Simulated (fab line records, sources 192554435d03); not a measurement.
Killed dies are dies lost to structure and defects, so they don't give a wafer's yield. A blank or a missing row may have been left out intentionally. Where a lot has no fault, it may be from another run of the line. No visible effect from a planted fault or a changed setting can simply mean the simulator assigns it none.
Matching of chambers / flow n5_finfet / 4 sister chambers for N5_ILD0_CMP_03 on cmp-03
The step polishes, stops on SiNx, t overpolish 1.9 s, target thk 197.38 nm. 14 wafers are shown with their chamber, then 7 later ones without.

== EACH WAFER AND ITS CHAMBER ==
wafer=L076.2; chamber=1; motor_current_A (A)=13.1; time_to_endpoint_s (s)=68.3; overpolish_run_s (s)=1.908
wafer=L076.4; chamber=3; motor_current_A (A)=13.9; time_to_endpoint_s (s)=70.6; overpolish_run_s (s)=1.900
wafer=L076.5; chamber=1; motor_current_A (A)=12.7; time_to_endpoint_s (s)=68.2; overpolish_run_s (s)=1.903
wafer=L081.1; chamber=1; motor_current_A (A)=12.9; time_to_endpoint_s (s)=71.3; overpolish_run_s (s)=1.882
wafer=L081.2; chamber=3; motor_current_A (A)=13.1; time_to_endpoint_s (s)=69.7; overpolish_run_s (s)=1.890
wafer=L081.3; chamber=0; motor_current_A (A)=11.2; time_to_endpoint_s (s)=71.2; overpolish_run_s (s)=1.886
wafer=L082.1; chamber=3; motor_current_A (A)=13.5; time_to_endpoint_s (s)=70.0; overpolish_run_s (s)=1.898
wafer=L082.3; chamber=0; motor_current_A (A)=11.5; time_to_endpoint_s (s)=70.5; overpolish_run_s (s)=1.913
wafer=L082.5; chamber=3; motor_current_A (A)=12.4; time_to_endpoint_s (s)=72.3; overpolish_run_s (s)=1.910
wafer=L085.2; chamber=1; motor_current_A (A)=12.6; time_to_endpoint_s (s)=71.3; overpolish_run_s (s)=1.899
wafer=L085.5; chamber=1; motor_current_A (A)=12.0; time_to_endpoint_s (s)=71.1; overpolish_run_s (s)=1.916
wafer=L085.6; chamber=2; motor_current_A (A)=14.5; time_to_endpoint_s (s)=72.4; overpolish_run_s (s)=1.905
wafer=L087.1; chamber=2; motor_current_A (A)=15.4; time_to_endpoint_s (s)=66.0; overpolish_run_s (s)=1.890
wafer=L087.4; chamber=3; motor_current_A (A)=13.0; time_to_endpoint_s (s)=71.4; overpolish_run_s (s)=1.898

SIGNATURES (means of the wafers above)
reading=motor_current_A; chamber 0=11.350; chamber 1=12.660; chamber 2=14.950; chamber 3=13.180; scatter within a chamber=0.491
reading=time_to_endpoint_s; chamber 0=70.850; chamber 1=70.040; chamber 2=69.200; chamber 3=70.800; scatter within a chamber=1.9
reading=overpolish_run_s; chamber 0=1.89950; chamber 1=1.90160; chamber 2=1.89750; chamber 3=1.89920; scatter within a chamber=0.0115
Rule: for a wafer and a chamber, the distance is found by dividing, reading by reading, the gap between the wafer's reading and the chamber's mean by the reading's scatter, squaring, summing and taking the root. The wafer belongs to the nearest chamber; if the next one is less than 2 further off, it can't be placed. The scatter is the square root of a quotient: the sum, over the shown wafers, of each reading's squared deviation from its chamber's mean, divided by wafers minus chambers.

== WAFERS WITH NO CHAMBER GIVEN ==
wafer=L087.5; motor_current_A (A)=15.1; time_to_endpoint_s (s)=70.7; overpolish_run_s (s)=1.896
wafer=L094.1; motor_current_A (A)=13.3; time_to_endpoint_s (s)=72.8; overpolish_run_s (s)=1.906
wafer=L094.2; motor_current_A (A)=11.1; time_to_endpoint_s (s)=72.2; overpolish_run_s (s)=1.875
wafer=L094.3; motor_current_A (A)=14.8; time_to_endpoint_s (s)=74.3; overpolish_run_s (s)=1.897
wafer=L096.1; motor_current_A (A)=14.6; time_to_endpoint_s (s)=73.4; overpolish_run_s (s)=1.901
wafer=L096.3; motor_current_A (A)=13.2; time_to_endpoint_s (s)=69.9; overpolish_run_s (s)=1.897
wafer=L096.4; motor_current_A (A)=13.3; time_to_endpoint_s (s)=72.3; overpolish_run_s (s)=1.908

== WHICH CHAMBER EACH ONE RAN IN ==
wafer=L087.5; from the rows above=2; in truth=2
wafer=L094.1; from the rows above=can't be placed: 3 or 1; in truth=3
wafer=L094.2; from the rows above=can't be placed: 0 or 1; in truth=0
wafer=L094.3; from the rows above=can't be placed: 2 or 3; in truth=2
wafer=L096.1; from the rows above=can't be placed: 2 or 3 or 1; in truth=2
wafer=L096.3; from the rows above=can't be placed: 3 or 1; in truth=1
wafer=L096.4; from the rows above=can't be placed: 3 or 1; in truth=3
Correctly placed: 1 of 7. Not placeable from these rows: 6 (in 6, the candidates include the true chamber). 0 placed wrongly.
